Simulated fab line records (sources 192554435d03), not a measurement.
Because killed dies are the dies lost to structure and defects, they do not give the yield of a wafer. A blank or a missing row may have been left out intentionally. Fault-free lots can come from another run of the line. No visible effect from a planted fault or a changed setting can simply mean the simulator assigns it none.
The tool behind it: which one? -- flow n5Finfet -- Sampling: 10 lots, 30 wafers, 5 of 1938 route steps

== WHAT THE GAUGES READ, wafer by wafer ==
N5_BEOL_M4_RC_MEAS_101. Usual: DIBL_N 36.1 mV/V, standard deviation 1.6; DIBL_P 36.6 mV/V, standard deviation 1.9; IOFF_N 0.160 nA/um, standard deviation 0.026; IOFF_P 0.210 nA/um, standard deviation 0.028; ION_N 677 uA/um, standard deviation 10; ION_P 464 uA/um, standard deviation 6.9; SS_N 71.4 mV/dec, standard deviation 0.56; SS_P 73.3 mV/dec, standard deviation 0.61; VT_N 249.1 mV, standard deviation 2.6; VT_P -250 mV, standard deviation 3.3.
lot,measured,on,DIBL_N (mV/V),DIBL_P (mV/V),IOFF_N (nA/um),IOFF_P (nA/um),ION_N (uA/um),ION_P (uA/um),SS_N (mV/dec),SS_P (mV/dec),VT_N (mV),VT_P (mV),flag
L414,day 7 23:26,prober-01,36.5 38.0 36.2,35.3 38.2 35.1,0.142 0.173 0.145,0.179 0.216 0.173,670 682 679,466 468 460,71.4 71.7 71.7,73.5 74.4 73.0,250.7 249.5 250.8,-255 -250 -255,
L416,day 8 13:53,prober-01,36.4 34.7 35.3,38.0 36.5 36.5,0.166 0.136 0.143,0.235 0.211 0.214,695 672 683,483 472 473,71.1 71.5 71.5,73.5 72.5 73.6,247.1 252.0 250.8,-245 -249 -247,
L419,day 9 20:05,prober-02,36.4 36.0 35.3,37.0 36.6 35.7,0.143 0.149 0.133,0.221 0.216 0.206,673 683 667,474 469 469,71.0 70.9 70.8,73.9 72.8 72.8,252.4 248.6 250.6,-248 -252 -251,
L423,day 10 19:41,prober-01,37.0 37.7 36.6,36.2 36.5 34.9,0.134 0.139 0.134,0.190 0.178 0.172,681 664 663,463 456 460,71.4 71.0 70.8,73.1 72.9 73.1,250.9 251.3 252.4,-253 -252 -254,
L429,day 12 15:07,prober-01,37.5 38.2 35.3,37.3 38.2 34.5,0.176 0.191 0.139,0.220 0.222 0.180,680 688 671,462 463 461,71.5 71.8 70.9,73.9 74.1 73.6,245.7 247.6 250.8,-252 -250 -254,
L431,day 12 20:09,prober-01,37.3 38.5 37.3,38.8 41.1 39.1,0.190 0.215 0.184,0.216 0.266 0.224,691 694 680,462 470 460,72.7 72.8 72.4,73.5 73.8 72.9,250.1 246.7 249.1,-250 -249 -251,
L432,day 13 00:31,prober-01,34.1 37.0 34.3,34.9 38.8 35.9,0.142 0.183 0.139,0.167 0.216 0.183,681 687 666,456 460 457,71.6 72.4 71.3,73.3 74.0 73.6,250.8 250.0 252.7,-255 -251 -254,
L434,day 13 03:23,prober-02,34.8 35.0 32.6,34.4 35.2 32.7,0.144 0.152 0.118,0.199 0.208 0.181,665 677 669,460 468 467,71.1 71.3 70.9,72.9 72.3 72.2,249.1 249.2 250.6,-248 -247 -249,
L435,day 13 23:40,prober-02,37.6 35.0 35.9,38.1 36.6 36.8,0.174 0.144 0.145,0.210 0.189 0.185,688 675 672,464 459 452,71.7 71.2 71.4,73.8 72.9 73.8,248.4 250.1 251.0,-252 -255 -253,
L436,day 13 07:43,prober-02,35.4 34.4 36.7,33.3 33.6 35.4,0.125 0.127 0.148,0.197 0.199 0.233,661 671 662,459 469 463,71.2 70.7 71.7,73.2 73.0 73.4,252.5 251.0 249.6,-250 -249 -249,

== TOOL THAT RAN EACH LOT (tool first, then ch and the chambers of the sampled wafers, then the start) ==
lot,N5_BEOL_M1_SPUTTER_96,N5_BEOL_M1_CO_CAP_55,N5_BEOL_M1_DEP_57,N5_BEOL_M2_COAT_73
L414,"pvdSputter-02, day 6 16:36","cvdCo-01 ch 0,1,2, day 6 17:31","pecvd-01 ch 0,1,2, day 6 17:37","lithoTrack-01 ch 0, day 6 18:04"
L416,"pvdSputter-01, day 7 03:07","cvdCo-02 ch 0,2, day 7 04:07","pecvd-01 ch 1,2, day 7 04:14","lithoTrack-05 ch 0, day 7 05:08"
L419,"pvdSputter-01, day 8 04:28","cvdCo-01 ch 0,2, day 8 05:28","pecvd-01 ch 0,1, day 8 05:35","lithoTrack-01 ch 0, day 8 08:05"
L423,"pvdSputter-01, day 8 21:02","cvdCo-01 ch 0,2, day 8 21:54","pecvd-02 ch 0,1, day 8 22:01","lithoTrack-01 ch 0, day 8 23:41"
L429,"pvdSputter-01, day 10 17:55","cvdCo-02 ch 1,2, day 10 19:33","pecvd-04 ch 1,2, day 10 19:40","lithoTrack-02 ch 0, day 10 21:24"
L431,"pvdSputter-02, day 10 20:50","cvdCo-01 ch 0,1, day 10 21:58","pecvd-01 ch 0,2, day 10 22:05","lithoTrack-02 ch 0, day 10 23:14"
L432,"pvdSputter-03, day 10 21:02","cvdCo-01 ch 0,1, day 10 22:05","pecvd-04 ch 1,2, day 10 22:13","lithoTrack-02 ch 0, day 11 00:19"
L434,"pvdSputter-01, day 11 19:18","cvdCo-02 ch 0,1,2, day 11 20:10","pecvd-01 ch 1,2, day 11 20:17","lithoTrack-01 ch 0, day 11 21:26"
L435,"pvdSputter-03, day 11 23:44","cvdCo-01 ch 1,2, day 12 00:37","pecvd-01 ch 0,1, day 12 00:43","lithoTrack-01 ch 0, day 12 01:53"
L436,"pvdSputter-02, day 11 23:50","cvdCo-02 ch 0,2, day 12 00:43","pecvd-02 ch 1,2, day 12 00:49","lithoTrack-05 ch 0, day 12 01:57"
- N5_BEOL_M1_SPUTTER_96: material Cu, target thk 4.5 nm, time 8.29 s.
- N5_BEOL_M1_CO_CAP_55: material Co, precursor CCTBA/H2, target thk 2 nm, time 102.1 s.
- N5_BEOL_M1_DEP_57: deposits SiCN from 3MS/NH3, target thk 8 nm, time 14 s.
- N5_BEOL_M2_COAT_73: time 60 s, resist thk 5 nm.

== AS READ BY THE TOOLS THEMSELVES (means over the sampled wafers that have a number; for cases with no such wafer, the mark the record gives instead) ==
N5_BEOL_M1_SPUTTER_96. Usual: susceptorTempC -20.01 C, standard deviation 0.1; throttleValvePct 29.4 %, standard deviation 0.86.
lot,tool,susceptorTempC (C),throttleValvePct (%),flag
L414,pvdSputter-02,-20.07,29.3,
L416,pvdSputter-01,-20.02,29.8,
L419,pvdSputter-01,-19.92,28.7,
L423,pvdSputter-01,-19.97,29.6,
L429,pvdSputter-01,-20.00,29.6,
L431,pvdSputter-02,-19.96,29.2,
L432,pvdSputter-03,-20.03,29.1,
L434,pvdSputter-01,-20.01,30.2,
L435,pvdSputter-03,-20.05,29.0,
L436,pvdSputter-02,-20.10,29.8,

N5_BEOL_M1_CO_CAP_55. Usual: heaterPowerOuterW 112 W, standard deviation 12; heaterPowerW 218 W, standard deviation 22; susceptorTempC 199.99 C, standard deviation 0.16.
lot,tool,heaterPowerOuterW (W),heaterPowerW (W),susceptorTempC (C),flag
L414,cvdCo-01,110,212,199.73,
L416,cvdCo-02,121,246,199.99,
L419,cvdCo-01,117,220,200.07,
L423,cvdCo-01,107,207,200.05,
L429,cvdCo-02,102,217,199.96,
L431,cvdCo-01,114,213,199.84,
L432,cvdCo-01,122,222,199.92,
L434,cvdCo-02,112,226,199.84,
L435,cvdCo-01,106,205,199.88,
L436,cvdCo-02,123,243,200.16,

N5_BEOL_M1_DEP_57. Usual: showerheadPlenumPTorr 3.675 Torr, standard deviation 0.019; showerheadVppV 902 V, standard deviation 51; throttleValvePct 9.1 %, standard deviation 0.47.
lot,tool,showerheadPlenumPTorr (Torr),showerheadVppV (V),throttleValvePct (%),flag
L414,pecvd-01,3.684,915,9.0,
L416,pecvd-01,3.686,954,9.2,
L419,pecvd-01,3.696,923,9.1,
L423,pecvd-02,3.648,927,9.4,
L429,pecvd-04,3.667,888,9.0,
L431,pecvd-01,3.690,871,9.2,
L432,pecvd-04,3.671,888,9.0,
L434,pecvd-01,3.679,932,9.5,
L435,pecvd-01,3.697,886,8.9,
L436,pecvd-02,3.644,944,9.1,

N5_BEOL_M2_COAT_73. Usual: dispensePressureKPa 48.83 kPa, standard deviation 0.15; spinSpeedRpm 1500.0 rpm, standard deviation 0.93.
lot,tool,dispensePressureKPa (kPa),spinSpeedRpm (rpm),flag
L414,lithoTrack-01,48.92,1499.8,
L416,lithoTrack-05,48.65,1499.7,
L419,lithoTrack-01,48.93,1500.2,
L423,lithoTrack-01,48.93,1498.5,
L429,lithoTrack-02,48.91,1499.3,
L431,lithoTrack-02,48.87,1710.0,OFF
L432,lithoTrack-02,48.89,1710.1,OFF
L434,lithoTrack-01,48.97,1499.9,
L435,lithoTrack-01,48.99,1499.9,
L436,lithoTrack-05,48.54,1500.9,

== THE ANSWER, worked out from the rows above alone ==
Rule: a lot counts as off when the mean over its wafers that have a number is more than 3 standard deviations away from the usual mean. A lot without any number at a reading at which 4 lots or more have one is off too. Any other lot the step has rows for is counted as sound. Order of review: gauges by route order, followed by the tools' own readings, for which a lot's mean as printed above is used. The first step at which some lot is off is used, and at that step the reading that is off furthest; a lot without a number counts as furthest.
Off, at N5_BEOL_M2_COAT_73 on spinSpeedRpm: L431, L432.
If a tool, at that step or one of the process steps before it, ran each lot that is off and ran no sound lot following the first of them, it fits. One fits: lithoTrack-02 at N5_BEOL_M2_COAT_73. Its last sound lot is L429 (day 10 21:24), its first lot that is off L431 (day 10 23:14): a fault that began between those two fits.
The tool's own readings at N5_BEOL_M2_COAT_73 bear it out: on the lots that are off they differ by more than 5 times the standard deviation of the sound lots' means. spinSpeedRpm reads 1710.0 rpm there against 1499.8 rpm on the sound lots.

== WHAT THE SIMULATOR PUT IN ==
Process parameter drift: lithoTrack-02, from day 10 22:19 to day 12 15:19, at N5_BEOL_M2_COAT_73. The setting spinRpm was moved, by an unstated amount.
Lots struck among those shown: L431, L432. The rule above reached the same finding.
